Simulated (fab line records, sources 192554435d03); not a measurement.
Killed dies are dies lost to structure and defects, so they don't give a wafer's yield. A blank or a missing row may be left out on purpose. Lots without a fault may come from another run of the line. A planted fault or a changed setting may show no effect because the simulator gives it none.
Which tool did it? | flow n5_finfet | 11 lots, 33 wafers sampled, at 1 step of a route of 1938

WHAT THE GAUGES READ, wafer by wafer
N5_BEOL_M11_RS_MEAS_57: measures by four-point-probe.
lot  | measured     | on            | M11_RS (ohm/sq)
L891 | day 12 00:06 | film_metro-02 | 0.1511 0.1513 0.1508
L890 | day 12 00:20 | film_metro-01 | 0.1526 0.1532 0.1550
L894 | day 13 00:16 | film_metro-01 | 0.1505 0.1548 0.1503
L895 | day 13 04:19 | film_metro-02 | 0.1492 0.1517 0.1510
L896 | day 14 04:56 | film_metro-01 | 0.1518 0.1522 0.1539
L897 | day 16 04:03 | film_metro-01 | 0.1508 0.1511 0.1506
L902 | day 16 08:50 | film_metro-01 | 0.1531 0.1536 0.1538
L901 | day 16 11:04 | film_metro-01 | 0.1490 0.1538 0.1476
L904 | day 16 15:47 | film_metro-01 | 0.1514 0.1464 0.1576
L907 | day 17 11:08 | film_metro-01 | 0.1521 0.1489 0.1524
L909 | day 18 06:41 | film_metro-01 | 0.1521 0.1526 0.1543

WHICH TOOL RAN EACH LOT (tool, then ch and the chambers of the sampled wafers, then the start)
The record holds no process step before these readings.

THE ANSWER, worked out from the rows above alone
Rule: what is usual is taken from the lots themselves. Put in order of their means at a reading, lots are off if they are a third of the lots or fewer, leave a main group of 4 or more, and stand apart from it by a gap of 3 or more times the standard deviation of the main group's means; of several such gaps the widest counts. A main group whose means are all the same, to the digits that the tables above print for the reading, isn't used. A lot without any number at a reading at which 4 lots or more have one is off too. The other lots that the step has rows for count as sound.
No lot is off at any reading shown: from this, nothing can be told.

WHAT THE SIMULATOR HAD PUT IN
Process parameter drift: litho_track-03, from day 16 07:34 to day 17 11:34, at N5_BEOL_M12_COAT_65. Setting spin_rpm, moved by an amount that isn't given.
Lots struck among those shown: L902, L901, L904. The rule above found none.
